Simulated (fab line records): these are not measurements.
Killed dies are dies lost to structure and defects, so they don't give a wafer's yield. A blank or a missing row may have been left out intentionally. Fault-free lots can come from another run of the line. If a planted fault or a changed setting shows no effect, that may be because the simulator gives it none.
Split-lot experiment + flow n5-finfet + 21 wafers read from 7 lots, route of 1938 steps

== ABOUT THE SPLIT ==
At N5_SDB_HM_DEP_00 (deposits SiNx from SiH4/NH3/N2, target thk 40 nm, time 35.3 s), the setting time-s was moved away from the recipe's 35.3 s on 7 of the 21 wafers read, by -12.6% to +8.6%. This setting was run at the recipe's value on the other wafers.

== FROM THE SPLIT TO THE READING: what the file shows between them, 4 steps ==
- N5_SDB_COAT_03: time 60 s, resist thk 100 nm
- N5_SDB_COAT_04: time 60 s, resist thk 18 nm
- N5_SDB_STRIP_19: strips in N2/H2
- N5_SDB_STRIP_21: strips in CF4

== THE READING ==
etch.depth-nm (the simulator's own value, which no gauge read), in nm, at N5_SDB_HM_OPEN_20 (chemistry CH3F/O2, target SiNx, stops on poly-Si, target depth 24 nm). The file gives no usual value for it. Across the 14 wafers here that went through the recipe, the average is 23.86 nm and the standard deviation 0.5 nm.

| wafer  | tool, chamber at the split | time-s as run, s | against the recipe | etch.depth-nm, nm | against lot-mates on the recipe |
|--------|----------------------------|------------------|--------------------|-------------------|---------------------------------|
| L075.3 | pecvd-04, 0                | 38.33            | +8.6%              | 26.97             | +3.00                           |
| L075.4 | pecvd-04, 1                | 38.33            | +8.6%              | 28.12             | +4.15                           |
| L075.5 | pecvd-04, 0                | 35.3             | recipe             | 23.97             | -                               |
| L078.1 | pecvd-01, 0                | 35.3             | recipe             | 23.03             | -                               |
| L078.2 | pecvd-01, 2                | 35.3             | recipe             | 23.36             | -                               |
| L078.6 | pecvd-01, 1                | 35.3             | recipe             | 24.82             | -                               |
| L079.4 | pecvd-01, 2                | 35.3             | recipe             | 23.47             | -                               |
| L079.5 | pecvd-01, 0                | 35.3             | recipe             | 23.3              | -                               |
| L079.6 | pecvd-01, 1                | 35.3             | recipe             | 24.08             | -                               |
| L090.3 | pecvd-01, 0                | 35.3             | recipe             | 23.58             | -                               |
| L090.5 | pecvd-01, 1                | 35.3             | recipe             | 24.47             | -                               |
| L090.6 | pecvd-01, 2                | 38.01            | +7.7%              | 27.02             | +3.00                           |
| L091.2 | pecvd-04, 0                | 30.86            | -12.6%             | 18.79             | -5.43                           |
| L091.4 | pecvd-04, 2                | 30.86            | -12.6%             | 19.64             | -4.58                           |
| L091.6 | pecvd-04, 0                | 35.3             | recipe             | 24.22             | -                               |
| L092.1 | pecvd-04, 1                | 35.3             | recipe             | 24.11             | -                               |
| L092.3 | pecvd-04, 0                | 35.3             | recipe             | 23.74             | -                               |
| L092.5 | pecvd-04, 0                | 33.1             | -6.2%              | 21.99             | -1.93                           |
| L094.2 | pecvd-02, 2                | 37.63            | +6.6%              | 26.65             | +2.71                           |
| L094.3 | pecvd-02, 0                | 35.3             | recipe             | 23.5              | -                               |
| L094.5 | pecvd-02, 2                | 35.3             | recipe             | 24.38             | -                               |

FIT RESULTS
A straight line over all 21 wafers: etch.depth-nm changes by +0.387 nm for each +1% of time-s; r = +0.97; the points scatter about the line by 0.51 nm.
The same after taking each lot's own level away (the mean of its wafers on the recipe; 21 wafers): +0.397 nm for each +1%; r = +0.98; scatter 0.48 nm.
On that fit, the largest move of time-s shifts the reading by 5 nm.
The span of the lots' own levels, 23.617 to 24.220 nm, comes to 1.2 times the standard deviation stated above.
Consequently the slope shifts little with the lot-to-lot level, the two slopes agreeing.
Check: with one of the wafers moved furthest among these (-12.6%) left out of the fit, the line predicts -4.74 nm for it against its lot-mates. It came out at -5.43 nm against them.

== OTHER SPLITS ON THESE WAFERS ==
These wafers also went through other splits before the reading. Each is held against what the fit with the lots' levels taken away leaves over:
| other split on the same wafers | wafers away from the commonest value | r with etch.depth-nm (lot level and that fit taken away) |
|--------------------------------|--------------------------------------|----------------------------------------------------------|
| N5_FIN_SAQP_COAT_68 temp-c     | 5                                    | +0.23                                                    |
| N5_DUMMY_GATE_PECVD_30 time-s  | 8                                    | +0.38                                                    |
| N5_DUMMY_GATE_COAT_28 temp-c   | 10                                   | +0.13                                                    |
| N5_SD_EPI_N_COAT_33 spin-rpm   | 4                                    | +0.07                                                    |
| N5_SD_EPI_N_ETCH_35 time-s     | 6                                    | +0.04                                                    |
| N5_ILD0_CMP_03 down-force-psi  | 9                                    | +0.09                                                    |

== THE WHOLE CHAIN: every reading that the file lists as answering this split, in the file's order ==
| step              | what it does                                                         | reading                                                                       | change (the file's fit)               | r (the file's) |
|-------------------|----------------------------------------------------------------------|-------------------------------------------------------------------------------|---------------------------------------|----------------|
| N5_SDB_HM_DEP_00  | deposits SiNx from SiH4/NH3/N2, target thk 40 nm, time 35.3 s        | SiNx_of_SDB_HM_DEP_00.thk-nm (the simulator's own value, which no gauge read) | +0.394 nm for each +1% of the setting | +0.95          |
| N5_SDB_HM_OPEN_20 | chemistry CH3F/O2, target SiNx, stops on poly-Si, target depth 24 nm | etch.depth-nm (the simulator's own value, which no gauge read)                | +0.393 nm for each +1% of the setting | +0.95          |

== FILE'S OWN FIT ==
etch.depth-nm changes by +0.393 nm for each +1% of time-s, r = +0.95.
